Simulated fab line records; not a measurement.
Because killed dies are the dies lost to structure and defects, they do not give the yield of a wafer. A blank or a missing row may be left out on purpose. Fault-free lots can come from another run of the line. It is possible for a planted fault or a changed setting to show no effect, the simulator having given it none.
Which tool did it? -- flow nandHarc -- 33 wafers from 11 lots sampled at 6 of the route's 1302 steps

== WHAT EACH GAUGE READ, for each wafer ==
NHARC_A_CHANNEL_HOLE_D1_INSPECT_40. Usual: rawDefectCount reads 69 (standard deviation 24).
lot,measured,on,rawDefectCount,flag
L188,day 9 21:11,defectInspect-02,92 90 109,
L189,day 10 04:10,defectInspect-01,84 55 47,
L190,day 10 06:32,defectInspect-01,107 93 92,
L191,day 10 16:18,defectInspect-01,70 118 61,
L193,day 12 06:35,defectInspect-01,47 53 50,
L196,day 12 21:30,defectInspect-01,43 49 43,
L197,day 13 08:16,defectInspect-02,67 67 58,
L203,day 15 17:47,defectInspect-02,75 676 71,OFF
L202,day 15 20:02,defectInspect-02,568 43 53,OFF
L206,day 17 02:20,defectInspect-02,74 53 79,
L208,day 18 00:04,defectInspect-02,77 82 69,

NHARC_END_SORT_01. Usual: killedAtArray 52, standard deviation 18; killedAtOther 1.0, standard deviation 1.4; killedAtPeriphery 3.1, standard deviation 2.3; killedDies 56, standard deviation 17; killedOpen 3.0, standard deviation 1.7; killedShort 2.5, standard deviation 1.7.
lot,measured,on,killedAtArray,killedAtOther,killedAtPeriphery,killedDies,killedOpen,killedShort,flag
L188,day 24 15:41,prober-02,93 78 93,0 0 0,2 1 2,95 79 95,8 0 1,2 1 3,
L189,day 26 03:56,prober-01,26 39 20,1 2 1,11 3 3,38 44 24,4 4 5,1 3 2,
L190,day 26 12:32,prober-01,60 59 84,0 2 2,5 2 3,65 63 89,4 2 3,3 1 2,
L191,day 26 04:43,prober-02,28 28 25,1 0 2,2 2 1,31 30 28,3 4 1,4 4 1,
L193,day 27 20:37,prober-02,34 24 33,3 0 0,4 7 4,41 31 37,3 2 4,1 0 2,
L196,day 28 10:42,prober-01,52 46 66,2 1 2,4 3 1,58 50 69,5 3 2,1 3 5,
L197,day 29 04:56,prober-02,28 27 19,6 3 5,1 1 4,35 31 28,3 2 3,0 4 5,
L203,day 30 13:52,prober-01,49 126 39,0 0 0,2 3 3,51 129 42,1 4 5,2 2 2,
L202,day 30 23:15,prober-02,129 42 41,2 1 2,6 6 3,137 49 46,3 0 2,1 2 3,
L206,day 32 02:09,prober-01,52 73 64,1 0 0,3 1 1,56 74 65,3 4 3,1 3 0,
L208,day 33 04:29,prober-01,58 68 64,0 0 1,3 2 6,61 70 71,2 3 5,3 5 4,

== TOOL THAT RAN EACH LOT (tool first, then ch and the chambers of the sampled wafers, then the start) ==
lot,NHARC_A_CHANNEL_HOLE_D1_ETCH_34,NHARC_A_CHANNEL_HOLE_D1_ETCH_16,NHARC_A_CHANNEL_HOLE_D1_STRIP_43,NHARC_A_CHANNEL_FILL_D1_ALD_16
L188,"rieDiel-10 ch 1,2,3, day 9 20:10 or earlier","rieDiel-10 ch 2,3, day 9 20:10 or earlier","rieDiel-10 ch 0,3, day 9 20:10","aldHk-03 ch 0,2, day 10 09:35"
L189,"rieDiel-02 ch 0,3, day 10 03:08 or earlier","rieDiel-02 ch 0,3, day 10 03:08 or earlier","rieDiel-10 ch 1,2,3, day 10 03:08","aldHk-01 ch 0,1,3, day 10 16:48"
L190,"rieDiel-09 ch 0,1, day 10 05:31 or earlier","rieDiel-09 ch 1,2, day 10 05:31 or earlier","rieDiel-10 ch 0,2,3, day 10 05:31","aldHk-01 ch 1,2, day 10 16:55"
L191,"rieDiel-10 ch 0,1,3, day 10 15:15 or earlier","rieDiel-10 ch 1,2,3, day 10 15:15 or earlier","rieDiel-02 ch 1,2,3, day 10 15:15","aldHk-01 ch 2,3, day 11 04:52"
L193,"rieDiel-10 ch 0,1,2, day 12 05:34 or earlier","rieDiel-10 ch 0,2,3, day 12 05:34 or earlier","rieDiel-10 ch 0,1,3, day 12 05:34","aldHk-02 ch 0,1,2, day 12 17:55"
L196,"rieDiel-10 ch 0,1, day 12 20:27 or earlier","rieDiel-10 ch 0,1,3, day 12 20:27 or earlier","rieDiel-10 ch 0,1,3, day 12 20:27","aldHk-03 ch 0,1, day 13 09:52"
L197,"rieDiel-02 ch 1,2,3, day 13 07:13 or earlier","rieDiel-02 ch 0,1, day 13 07:13 or earlier","rieDiel-10 ch 0,2, day 13 07:13","aldHk-03 ch 0,2,3, day 13 22:38"
L203,"rieDiel-09 ch 2,3, day 15 16:44 or earlier","rieDiel-09 ch 0,1,2, day 15 16:44 or earlier","rieDiel-10 ch 0,1,3, day 15 16:44","aldHk-02 ch 0,1,2, day 16 06:58"
L202,"rieDiel-09 ch 0,3, day 15 18:58 or earlier","rieDiel-09 ch 1,2,3, day 15 18:58 or earlier","rieDiel-10 ch 0,1,3, day 15 18:58","aldHk-02 ch 1,2, day 16 07:05"
L206,"rieDiel-02 ch 1,2, day 17 01:12 or earlier","rieDiel-02 ch 0,1,2, day 17 01:12 or earlier","rieDiel-02 ch 0,1,2, day 17 01:12","aldHk-02 ch 1,3, day 17 14:53"
L208,"rieDiel-10 ch 1,2, day 17 23:01 or earlier","rieDiel-10 ch 0,3, day 17 23:01 or earlier","rieDiel-02 ch 0,2,3, day 17 23:01","aldHk-01 ch 0,1, day 18 10:37"
- NHARC_A_CHANNEL_HOLE_D1_ETCH_34: etches the open film in CF4/CHF3, target depth 154 nm, time 77 s.
- NHARC_A_CHANNEL_HOLE_D1_ETCH_16: etches the open film in O2/COS, target depth 3100 nm, time 806 s.
- NHARC_A_CHANNEL_HOLE_D1_STRIP_43: strips in O2/COS.
- NHARC_A_CHANNEL_FILL_D1_ALD_16: deposits SiO2, target thk 1.5 nm, pulse time 10 s, ald cycles 15.

== AS READ BY THE TOOLS THEMSELVES (means over the sampled wafers that have a number; for cases with no such wafer, the mark the record gives instead) ==
NHARC_A_CHANNEL_HOLE_D1_ETCH_34. Usual: cf4FlowSccm 100.0 sccm, standard deviation 0.32; drypumpMotorCurrentA 5.7 A, standard deviation 0.46; oesProductAu 0.948 a.u., standard deviation 0.024; rfVppV 369.9 V, standard deviation 1.8; showerheadPlenumPTorr 1.55 Torr, standard deviation 0.046; throttleValvePct 16.804 %, standard deviation 0.0094.
lot,tool,cf4FlowSccm (sccm),drypumpMotorCurrentA (A),oesProductAu (a.u.),rfVppV (V),showerheadPlenumPTorr (Torr),throttleValvePct (%),flag
L188,rieDiel-10,99.9,5.6,0.925,368.8,1.52,16.810,
L189,rieDiel-02,99.8,5.8,0.927,370.7,1.55,16.798,
L190,rieDiel-09,100.0,5.9,0.951,371.6,1.61,16.801,
L191,rieDiel-10,100.3,6.0,0.925,369.8,1.55,16.801,
L193,rieDiel-10,100.4,5.6,0.966,369.5,1.54,16.812,
L196,rieDiel-10,100.2,5.8,0.936,369.8,1.55,16.806,
L197,rieDiel-02,100.1,5.6,0.926,369.2,1.53,16.809,
L203,rieDiel-09,100.1,5.8,0.981,371.2,1.59,16.815,
L202,rieDiel-09,99.8,5.7,0.956,368.1,1.52,16.798,
L206,rieDiel-02,100.3,5.9,0.982,369.8,1.56,16.797,
L208,rieDiel-10,99.8,5.2,0.927,368.2,1.51,16.806,

NHARC_A_CHANNEL_HOLE_D1_ETCH_16. Usual: drypumpMotorCurrentA 5.7 A, standard deviation 0.44; oesProductAu 1.001 a.u., standard deviation 0.013; rfVppV 313.5 V, standard deviation 1.7; showerheadPlenumPTorr 3.08 Torr, standard deviation 0.094; throttleValvePct 28.331 %, standard deviation 0.0091.
lot,tool,drypumpMotorCurrentA (A),oesProductAu (a.u.),rfVppV (V),showerheadPlenumPTorr (Torr),throttleValvePct (%),flag
L188,rieDiel-10,5.4,0.995,312.8,3.01,28.333,
L189,rieDiel-02,5.5,1.017,312.3,3.03,28.338,
L190,rieDiel-09,5.9,0.999,315.7,3.26,28.334,
L191,rieDiel-10,5.7,0.999,312.7,3.02,28.336,
L193,rieDiel-10,5.8,1.004,313.1,3.06,28.335,
L196,rieDiel-10,6.0,0.995,313.3,3.07,28.323,
L197,rieDiel-02,6.1,1.000,313.9,3.14,28.340,
L203,rieDiel-09,5.7,1.000,314.8,3.19,28.327,
L202,rieDiel-09,5.9,1.006,314.8,3.15,28.341,
L206,rieDiel-02,5.9,1.003,314.2,3.07,28.333,
L208,rieDiel-10,6.3,0.998,313.0,3.07,28.339,

NHARC_A_CHANNEL_FILL_D1_ALD_16. Usual: heaterPowerOuterW 252 W, standard deviation 17; heaterPowerW 445 W, standard deviation 37; precursorPulseHeightRel 0.999, standard deviation 0.02.
lot,tool,heaterPowerOuterW (W),heaterPowerW (W),precursorPulseHeightRel,flag
L188,aldHk-03,251,451,1.002,
L189,aldHk-01,247,434,1.002,
L190,aldHk-01,244,410,1.006,
L191,aldHk-01,257,428,0.997,
L193,aldHk-02,258,463,0.988,
L196,aldHk-03,246,453,1.000,
L197,aldHk-03,250,436,0.987,
L203,aldHk-02,262,475,1.036,
L202,aldHk-02,255,484,0.993,
L206,aldHk-02,266,488,0.998,
L208,aldHk-01,231,415,0.995,

== THE ANSWER, worked out from the rows above alone ==
Rule: a lot counts as off when the mean over its wafers that have a number is more than 3 standard deviations away from the usual mean. Also off: a lot with no number at a reading for which 4 or more lots have one. Any other lot the step has rows for is counted as sound. First the gauges in route order, then the tools' own readings, where a lot's mean is used as printed above. At the first step where some lot is off, the reading lying furthest off is the one used; lots without a number count as furthest.
Off, at NHARC_A_CHANNEL_HOLE_D1_INSPECT_40 on rawDefectCount: L203, L202.
If a tool, at a process step before that reading, ran all the lots that are off and no sound lot after the first of them, it fits. Those tools and the gauges at NHARC_A_CHANNEL_HOLE_D1_INSPECT_40 are tried in the same way. With no start given for some of its lots, NHARC_A_CHANNEL_HOLE_D1_ETCH_34 uses the hours and lot order of NHARC_A_CHANNEL_HOLE_D1_STRIP_43. With no start given for some of its lots, NHARC_A_CHANNEL_HOLE_D1_ETCH_16 uses the hours and lot order of NHARC_A_CHANNEL_HOLE_D1_STRIP_43. 2 tools fit, rieDiel-09 at NHARC_A_CHANNEL_HOLE_D1_ETCH_34 and NHARC_A_CHANNEL_HOLE_D1_ETCH_16 and rieDiel-10 at NHARC_A_CHANNEL_HOLE_D1_STRIP_43, so this cannot tell which one it is.

== WHAT WAS PUT IN BY THE SIMULATOR ==
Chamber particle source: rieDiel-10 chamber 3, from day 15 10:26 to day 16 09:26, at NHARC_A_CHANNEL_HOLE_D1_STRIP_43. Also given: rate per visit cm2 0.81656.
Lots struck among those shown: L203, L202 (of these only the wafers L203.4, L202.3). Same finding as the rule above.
